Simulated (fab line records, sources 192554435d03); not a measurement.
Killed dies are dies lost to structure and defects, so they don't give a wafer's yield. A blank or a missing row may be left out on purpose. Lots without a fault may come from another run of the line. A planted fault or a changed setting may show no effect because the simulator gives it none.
Chamber matching | flow n5_finfet | N5_BEOL_M8_ETCH_65 on rie_diel-04: 4 sister chambers
The step etches SiARC in CF4, target depth 15.6 nm, time 26 s. 22 wafers are shown with their chamber, then 11 later ones without.

WAFERS WITH THEIR CHAMBER
wafer  | chamber | drypump_motor_current_A (A) | showerhead_plenum_p_Torr (Torr) | throttle_valve_pct (%)
L074.1 | 3       | 5.5                         | 2.08                            | 15.71
L074.3 | 0       | 6.1                         | 2.19                            | 15.62
L074.6 | 2       | 6.0                         | 2.11                            | 15.66
L075.1 | 0       | 6.1                         | 2.18                            | 15.63
L075.4 | 1       | 5.1                         | 2.06                            | 15.95
L075.5 | 3       | 5.5                         | 2.08                            | 15.72
L077.2 | 2       | 6.0                         | 2.11                            | 15.69
L077.3 | 1       | 5.1                         | 2.06                            | 15.92
L077.6 | 0       | 6.1                         | 2.18                            | 15.66
L076.4 | 2       | 6.0                         | 2.11                            | 15.69
L076.5 | 3       | 5.5                         | 2.08                            | 15.72
L076.6 | 2       | 6.0                         | 2.11                            | 15.68
L079.1 | 2       | 6.0                         | 2.10                            | 15.70
L079.4 | 1       | 5.1                         | 2.06                            | 15.95
L079.5 | 3       | 5.5                         | 2.08                            | 15.72
L083.2 | 0       | 6.1                         | 2.18                            | 15.67
L083.3 | 2       | 6.0                         | 2.10                            | 15.70
L083.5 | 1       | 5.2                         | 2.05                            | 15.98
L084.2 | 1       | 5.2                         | 2.05                            | 15.99
L084.3 | 0       | 6.1                         | 2.18                            | 15.68
L084.5 | 2       | 6.0                         | 2.10                            | 15.71
L085.1 | 2       | 6.0                         | 2.10                            | 15.72

SIGNATURES (means of the wafers above)
reading                  | chamber 0 | chamber 1 | chamber 2 | chamber 3 | scatter within a chamber
drypump_motor_current_A  | 6.100     | 5.140     | 6.000     | 5.500     | 0.0258
showerhead_plenum_p_Torr | 2.1820    | 2.0560    | 2.1050    | 2.0800    | 0.00471
throttle_valve_pct       | 15.6520   | 15.9580   | 15.6937   | 15.7175   | 0.0214
Rule: a wafer's distance from a chamber is the root of the sum, over the readings, of the square of ((its reading less the chamber's mean) divided by the reading's scatter). The wafer belongs to the nearest chamber; if the next one is less than 2 further off, it can't be placed. The scatter: the root of (the sum of the squares of (reading less its chamber's mean) over the shown wafers, divided by (wafers less chambers)).

WAFERS WITHOUT THEIR CHAMBER
wafer  | drypump_motor_current_A (A) | showerhead_plenum_p_Torr (Torr) | throttle_valve_pct (%)
L085.4 | 5.1                         | 2.05                            | 15.99
L085.5 | 6.1                         | 2.18                            | 15.69
L089.1 | 6.0                         | 2.10                            | 15.73
L089.3 | 5.5                         | 2.07                            | 15.77
L089.5 | 6.0                         | 2.10                            | 15.74
L097.3 | 5.1                         | 2.04                            | 16.04
L097.4 | 6.0                         | 2.09                            | 15.28
L097.5 | 5.5                         | 2.07                            | 15.79
L095.2 | 6.1                         | 2.17                            | 15.22
L095.5 | 6.0                         | 2.09                            | 15.26
L095.6 | 5.1                         | 2.04                            | 16.01

WHICH CHAMBER EACH WENT THROUGH
wafer  | from the rows above | in truth
L085.4 | 1                   | 1
L085.5 | 0                   | 0
L089.1 | 2                   | 2
L089.3 | 3                   | 3
L089.5 | 2                   | 2
L097.3 | 1                   | 1
L097.4 | 2                   | 2
L097.5 | 3                   | 3
L095.2 | 0                   | 0
L095.5 | 2                   | 2
L095.6 | 1                   | 1
Placed correctly: 11 of 11. Can't be placed from these rows: 0. Placed wrongly: 0.
